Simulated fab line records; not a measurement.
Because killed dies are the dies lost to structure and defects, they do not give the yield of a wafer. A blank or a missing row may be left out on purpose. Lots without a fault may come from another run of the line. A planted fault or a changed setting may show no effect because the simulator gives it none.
What tool caused it? :: flow nand-harc :: Sampling: 24 lots, 72 wafers, 3 of 1159 route steps

WHAT THE GAUGES SHOWED, per wafer
NHARC_A_START_INSPECT_01. Usual: raw-defect-count at 3.4, with a standard deviation of 1.7.
lot: L074
measured: day 6 15:14
on: defect-inspect-02
raw-defect-count: 6 3 3
flag: 

lot: L076
measured: day 6 22:24
on: defect-inspect-01
raw-defect-count: 4 2 1
flag: 

lot: L075
measured: day 7 02:05
on: defect-inspect-02
raw-defect-count: 5 6 3
flag: 

lot: L077
measured: day 7 03:29
on: defect-inspect-02
raw-defect-count: 6 4 6
flag: 

lot: L078
measured: day 7 16:22
on: defect-inspect-01
raw-defect-count: 7 4 2
flag: 

lot: L079
measured: day 7 17:19
on: defect-inspect-01
raw-defect-count: 4 4 3
flag: 

lot: L080
measured: day 7 18:08
on: defect-inspect-01
raw-defect-count: 3 2 2
flag: 

lot: L081
measured: day 8 02:31
on: defect-inspect-02
raw-defect-count: 1 4 4
flag: 

lot: L082
measured: day 8 10:43
on: defect-inspect-02
raw-defect-count: 0 5 1
flag: 

lot: L083
measured: day 8 17:12
on: defect-inspect-01
raw-defect-count: 4 7 2
flag: 

lot: L085
measured: day 9 02:15
on: defect-inspect-02
raw-defect-count: 7 1 3
flag: 

lot: L084
measured: day 9 03:48
on: defect-inspect-01
raw-defect-count: 1 1 3
flag: 

lot: L086
measured: day 9 15:58
on: defect-inspect-02
raw-defect-count: 4 2 4
flag: 

lot: L087
measured: day 9 17:14
on: defect-inspect-02
raw-defect-count: 4 4 1
flag: 

lot: L088
measured: day 10 13:07
on: defect-inspect-01
raw-defect-count: 5 0 8
flag: 

lot: L089
measured: day 10 14:54
on: defect-inspect-02
raw-defect-count: 7 4 4
flag: 

lot: L091
measured: day 10 18:04
on: defect-inspect-01
raw-defect-count: 5 2 3
flag: 

lot: L090
measured: day 10 18:59
on: defect-inspect-01
raw-defect-count: 3 2 4
flag: 

lot: L092
measured: day 10 21:47
on: defect-inspect-02
raw-defect-count: 4 2 4
flag: 

lot: L093
measured: day 11 00:44
on: defect-inspect-02
raw-defect-count: 6 2 1
flag: 

lot: L094
measured: day 11 12:01
on: defect-inspect-02
raw-defect-count: 2 3 1
flag: 

lot: L095
measured: day 11 22:38
on: defect-inspect-02
raw-defect-count: 4 5 4
flag: 

lot: L096
measured: day 11 23:24
on: defect-inspect-02
raw-defect-count: 3 4 2
flag: 

lot: L097
measured: day 12 04:39
on: defect-inspect-02
raw-defect-count: 3 3 4
flag: 

EACH LOT AND THE TOOL THAT RAN IT (in order: tool; ch and the chambers of the sampled wafers; start)
lot: L074
NHARC_P_M2_PVD_20: pvd-sputter-02, day 6 14:48 or earlier
NHARC_P_BONDPAD_ACTIVATE_29: rie-diel-04 ch 0,2,3, day 6 14:48

lot: L076
NHARC_P_M2_PVD_20: pvd-sputter-03, day 6 22:01 or earlier
NHARC_P_BONDPAD_ACTIVATE_29: rie-diel-07 ch 0,1,2, day 6 22:01

lot: L075
NHARC_P_M2_PVD_20: pvd-sputter-03, day 7 01:40 or earlier
NHARC_P_BONDPAD_ACTIVATE_29: rie-diel-04 ch 0,3, day 7 01:40

lot: L077
NHARC_P_M2_PVD_20: pvd-sputter-03, day 7 03:04 or earlier
NHARC_P_BONDPAD_ACTIVATE_29: rie-diel-04 ch 0,3, day 7 03:04

lot: L078
NHARC_P_M2_PVD_20: pvd-sputter-02, day 7 15:57 or earlier
NHARC_P_BONDPAD_ACTIVATE_29: rie-diel-04 ch 0,2,3, day 7 15:57

lot: L079
NHARC_P_M2_PVD_20: pvd-sputter-02, day 7 16:56 or earlier
NHARC_P_BONDPAD_ACTIVATE_29: rie-diel-04 ch 1,2,3, day 7 16:56

lot: L080
NHARC_P_M2_PVD_20: pvd-sputter-03, day 7 17:43 or earlier
NHARC_P_BONDPAD_ACTIVATE_29: rie-diel-04 ch 0,1,3, day 7 17:43

lot: L081
NHARC_P_M2_PVD_20: pvd-sputter-03, day 8 02:08 or earlier
NHARC_P_BONDPAD_ACTIVATE_29: rie-diel-04 ch 0,2,3, day 8 02:08

lot: L082
NHARC_P_M2_PVD_20: pvd-sputter-03, day 8 10:19 or earlier
NHARC_P_BONDPAD_ACTIVATE_29: rie-diel-04 ch 2,3, day 8 10:19

lot: L083
NHARC_P_M2_PVD_20: pvd-sputter-02, day 8 16:49 or earlier
NHARC_P_BONDPAD_ACTIVATE_29: rie-diel-04 ch 0,1, day 8 16:49

lot: L085
NHARC_P_M2_PVD_20: pvd-sputter-02, day 9 01:51 or earlier
NHARC_P_BONDPAD_ACTIVATE_29: rie-diel-04 ch 1,3, day 9 01:51

lot: L084
NHARC_P_M2_PVD_20: pvd-sputter-03, day 9 03:23 or earlier
NHARC_P_BONDPAD_ACTIVATE_29: rie-diel-04 ch 0,3, day 9 03:23

lot: L086
NHARC_P_M2_PVD_20: pvd-sputter-02, day 9 15:34 or earlier
NHARC_P_BONDPAD_ACTIVATE_29: rie-diel-04 ch 0,1,3, day 9 15:34

lot: L087
NHARC_P_M2_PVD_20: pvd-sputter-01, day 9 16:49 or earlier
NHARC_P_BONDPAD_ACTIVATE_29: rie-diel-04 ch 0,3, day 9 16:49

lot: L088
NHARC_P_M2_PVD_20: pvd-sputter-01, day 10 12:44 or earlier
NHARC_P_BONDPAD_ACTIVATE_29: rie-diel-04 ch 1,2,3, day 10 12:44

lot: L089
NHARC_P_M2_PVD_20: pvd-sputter-03, day 10 14:31 or earlier
NHARC_P_BONDPAD_ACTIVATE_29: rie-diel-04 ch 0,1,2, day 10 14:31

lot: L091
NHARC_P_M2_PVD_20: pvd-sputter-03, day 10 17:39 or earlier
NHARC_P_BONDPAD_ACTIVATE_29: rie-diel-04 ch 0,2,3, day 10 17:39

lot: L090
NHARC_P_M2_PVD_20: pvd-sputter-03, day 10 18:35 or earlier
NHARC_P_BONDPAD_ACTIVATE_29: rie-diel-04 ch 0,1,3, day 10 18:35

lot: L092
NHARC_P_M2_PVD_20: pvd-sputter-01, day 10 21:23 or earlier
NHARC_P_BONDPAD_ACTIVATE_29: rie-diel-04 ch 0,1,3, day 10 21:23

lot: L093
NHARC_P_M2_PVD_20: pvd-sputter-01, day 11 00:19 or earlier
NHARC_P_BONDPAD_ACTIVATE_29: rie-diel-04 ch 2,3, day 11 00:19

lot: L094
NHARC_P_M2_PVD_20: pvd-sputter-03, day 11 11:36 or earlier
NHARC_P_BONDPAD_ACTIVATE_29: rie-diel-04 ch 0,1,2, day 11 11:36

lot: L095
NHARC_P_M2_PVD_20: pvd-sputter-02, day 11 22:14 or earlier
NHARC_P_BONDPAD_ACTIVATE_29: rie-diel-04 ch 1,2, day 11 22:14

lot: L096
NHARC_P_M2_PVD_20: pvd-sputter-01, day 11 23:02 or earlier
NHARC_P_BONDPAD_ACTIVATE_29: rie-diel-04 ch 0,1,2, day 11 23:02

lot: L097
NHARC_P_M2_PVD_20: pvd-sputter-02, day 12 04:14 or earlier
NHARC_P_BONDPAD_ACTIVATE_29: rie-diel-04 ch 0,1,2, day 12 04:14
- NHARC_P_M2_PVD_20: deposits TaN, target thk 5 nm, time 8.06 s.
- NHARC_P_BONDPAD_ACTIVATE_29: chemistry N2, time 60 s.

AS READ BY THE TOOLS THEMSELVES (means over the sampled wafers that have a number; for cases with no such wafer, the mark the record gives instead)
NHARC_P_M2_PVD_20. Usual: substrate-temp-c 50.01 C, standard deviation 0.11; throttle-valve-pct 29.9 %, standard deviation 1.3.
lot: L074
tool: pvd-sputter-02
substrate-temp-c (C): 49.99
throttle-valve-pct (%): 30.4
flag: 

lot: L076
tool: pvd-sputter-03
substrate-temp-c (C): 49.93
throttle-valve-pct (%): 30.9
flag: 

lot: L075
tool: pvd-sputter-03
substrate-temp-c (C): 50.03
throttle-valve-pct (%): 30.0
flag: 

lot: L077
tool: pvd-sputter-03
substrate-temp-c (C): 49.92
throttle-valve-pct (%): 30.9
flag: 

lot: L078
tool: pvd-sputter-02
substrate-temp-c (C): 50.03
throttle-valve-pct (%): 29.8
flag: 

lot: L079
tool: pvd-sputter-02
substrate-temp-c (C): 50.13
throttle-valve-pct (%): 30.3
flag: 

lot: L080
tool: pvd-sputter-03
substrate-temp-c (C): 50.03
throttle-valve-pct (%): 29.8
flag: 

lot: L081
tool: pvd-sputter-03
substrate-temp-c (C): 49.98
throttle-valve-pct (%): 29.7
flag: 

lot: L082
tool: pvd-sputter-03
substrate-temp-c (C): 50.02
throttle-valve-pct (%): 29.7
flag: 

lot: L083
tool: pvd-sputter-02
substrate-temp-c (C): 49.98
throttle-valve-pct (%): 30.3
flag: 

lot: L085
tool: pvd-sputter-02
substrate-temp-c (C): 50.02
throttle-valve-pct (%): 30.1
flag: 

lot: L084
tool: pvd-sputter-03
substrate-temp-c (C): 50.11
throttle-valve-pct (%): 30.4
flag: 

lot: L086
tool: pvd-sputter-02
substrate-temp-c (C): 49.98
throttle-valve-pct (%): 30.3
flag: 

lot: L087
tool: pvd-sputter-01
substrate-temp-c (C): 50.00
throttle-valve-pct (%): 28.9
flag: 

lot: L088
tool: pvd-sputter-01
substrate-temp-c (C): 50.15
throttle-valve-pct (%): 29.6
flag: 

lot: L089
tool: pvd-sputter-03
substrate-temp-c (C): 50.06
throttle-valve-pct (%): 30.7
flag: 

lot: L091
tool: pvd-sputter-03
substrate-temp-c (C): 49.94
throttle-valve-pct (%): 30.0
flag: 

lot: L090
tool: pvd-sputter-03
substrate-temp-c (C): 50.16
throttle-valve-pct (%): 30.7
flag: 

lot: L092
tool: pvd-sputter-01
substrate-temp-c (C): 49.96
throttle-valve-pct (%): 30.0
flag: 

lot: L093
tool: pvd-sputter-01
substrate-temp-c (C): 49.94
throttle-valve-pct (%): 29.9
flag: 

lot: L094
tool: pvd-sputter-03
substrate-temp-c (C): 50.02
throttle-valve-pct (%): 29.9
flag: 

lot: L095
tool: pvd-sputter-02
substrate-temp-c (C): 50.04
throttle-valve-pct (%): 29.9
flag: 

lot: L096
tool: pvd-sputter-01
substrate-temp-c (C): 50.06
throttle-valve-pct (%): 29.6
flag: 

lot: L097
tool: pvd-sputter-02
substrate-temp-c (C): 50.02
throttle-valve-pct (%): 29.9
flag: 

NHARC_P_BONDPAD_ACTIVATE_29. Usual: drypump-motor-current-A 5.7 A, standard deviation 0.51; oes-product-au 1.006 a.u., standard deviation 0.0073; rf-vpp-V 64.6 V, standard deviation 0.8; showerhead-plenum-p-Torr 1.85 Torr, standard deviation 0.031.
lot: L074
tool: rie-diel-04
drypump-motor-current-A (A): 5.5
oes-product-au (a.u.): 1.009
rf-vpp-V (V): 64.0
showerhead-plenum-p-Torr (Torr): 1.85
flag: 

lot: L076
tool: rie-diel-07
drypump-motor-current-A (A): 6.0
oes-product-au (a.u.): 1.006
rf-vpp-V (V): 63.5
showerhead-plenum-p-Torr (Torr): 1.78
flag: 

lot: L075
tool: rie-diel-04
drypump-motor-current-A (A): 5.3
oes-product-au (a.u.): 1.002
rf-vpp-V (V): 64.8
showerhead-plenum-p-Torr (Torr): 1.82
flag: 

lot: L077
tool: rie-diel-04
drypump-motor-current-A (A): 5.3
oes-product-au (a.u.): 0.998
rf-vpp-V (V): 63.9
showerhead-plenum-p-Torr (Torr): 1.82
flag: 

lot: L078
tool: rie-diel-04
drypump-motor-current-A (A): 5.6
oes-product-au (a.u.): 1.009
rf-vpp-V (V): 64.3
showerhead-plenum-p-Torr (Torr): 1.85
flag: 

lot: L079
tool: rie-diel-04
drypump-motor-current-A (A): 5.9
oes-product-au (a.u.): 1.001
rf-vpp-V (V): 65.4
showerhead-plenum-p-Torr (Torr): 1.86
flag: 

lot: L080
tool: rie-diel-04
drypump-motor-current-A (A): 5.6
oes-product-au (a.u.): 1.007
rf-vpp-V (V): 64.7
showerhead-plenum-p-Torr (Torr): 1.84
flag: 

lot: L081
tool: rie-diel-04
drypump-motor-current-A (A): 5.5
oes-product-au (a.u.): 0.999
rf-vpp-V (V): 64.2
showerhead-plenum-p-Torr (Torr): 1.85
flag: 

lot: L082
tool: rie-diel-04
drypump-motor-current-A (A): 6.0
oes-product-au (a.u.): 1.015
rf-vpp-V (V): 64.5
showerhead-plenum-p-Torr (Torr): 1.86
flag: 

lot: L083
tool: rie-diel-04
drypump-motor-current-A (A): 5.5
oes-product-au (a.u.): 1.010
rf-vpp-V (V): 65.7
showerhead-plenum-p-Torr (Torr): 1.84
flag: 

lot: L085
tool: rie-diel-04
drypump-motor-current-A (A): 6.1
oes-product-au (a.u.): 1.011
rf-vpp-V (V): 64.5
showerhead-plenum-p-Torr (Torr): 1.85
flag: 

lot: L084
tool: rie-diel-04
drypump-motor-current-A (A): 5.8
oes-product-au (a.u.): 1.016
rf-vpp-V (V): 64.2
showerhead-plenum-p-Torr (Torr): 1.84
flag: 

lot: L086
tool: rie-diel-04
drypump-motor-current-A (A): 5.6
oes-product-au (a.u.): 1.003
rf-vpp-V (V): 64.8
showerhead-plenum-p-Torr (Torr): 1.84
flag: 

lot: L087
tool: rie-diel-04
drypump-motor-current-A (A): 5.7
oes-product-au (a.u.): 1.003
rf-vpp-V (V): 64.7
showerhead-plenum-p-Torr (Torr): 1.84
flag: 

lot: L088
tool: rie-diel-04
drypump-motor-current-A (A): 5.9
oes-product-au (a.u.): 1.007
rf-vpp-V (V): 64.4
showerhead-plenum-p-Torr (Torr): 1.86
flag: 

lot: L089
tool: rie-diel-04
drypump-motor-current-A (A): 5.4
oes-product-au (a.u.): 1.011
rf-vpp-V (V): 64.7
showerhead-plenum-p-Torr (Torr): 1.85
flag: 

lot: L091
tool: rie-diel-04
drypump-motor-current-A (A): 5.5
oes-product-au (a.u.): 1.001
rf-vpp-V (V): 64.8
showerhead-plenum-p-Torr (Torr): 1.84
flag: 

lot: L090
tool: rie-diel-04
drypump-motor-current-A (A): 5.6
oes-product-au (a.u.): 1.004
rf-vpp-V (V): 65.1
showerhead-plenum-p-Torr (Torr): 1.84
flag: 

lot: L092
tool: rie-diel-04
drypump-motor-current-A (A): 5.6
oes-product-au (a.u.): 1.006
rf-vpp-V (V): 64.5
showerhead-plenum-p-Torr (Torr): 1.84
flag: 

lot: L093
tool: rie-diel-04
drypump-motor-current-A (A): 5.8
oes-product-au (a.u.): 1.009
rf-vpp-V (V): 64.9
showerhead-plenum-p-Torr (Torr): 1.87
flag: 

lot: L094
tool: rie-diel-04
drypump-motor-current-A (A): 5.5
oes-product-au (a.u.): 1.006
rf-vpp-V (V): 64.1
showerhead-plenum-p-Torr (Torr): 1.85
flag: 

lot: L095
tool: rie-diel-04
drypump-motor-current-A (A): 5.8
oes-product-au (a.u.): 1.004
rf-vpp-V (V): 64.0
showerhead-plenum-p-Torr (Torr): 1.87
flag: 

lot: L096
tool: rie-diel-04
drypump-motor-current-A (A): 5.4
oes-product-au (a.u.): 1.012
rf-vpp-V (V): 64.6
showerhead-plenum-p-Torr (Torr): 1.85
flag: 

lot: L097
tool: rie-diel-04
drypump-motor-current-A (A): 5.5
oes-product-au (a.u.): 1.006
rf-vpp-V (V): 64.9
showerhead-plenum-p-Torr (Torr): 1.85
flag: 

THE ANSWER, worked out from the rows above alone
Rule: a lot counts as off when the mean over its wafers that have a number is more than 3 standard deviations away from the usual mean. A lot without any number at a reading at which 4 lots or more have one is off too. Any other lot the step has rows for is counted as sound. Order of review: gauges by route order, followed by the tools' own readings, for which a lot's mean as printed above is used. At the first step where some lot is off, the reading lying furthest off is the one used; lots without a number count as furthest.
Nothing can be told from this: no lot is off at any reading shown.

WHAT HAD BEEN PUT IN BY THE SIMULATOR
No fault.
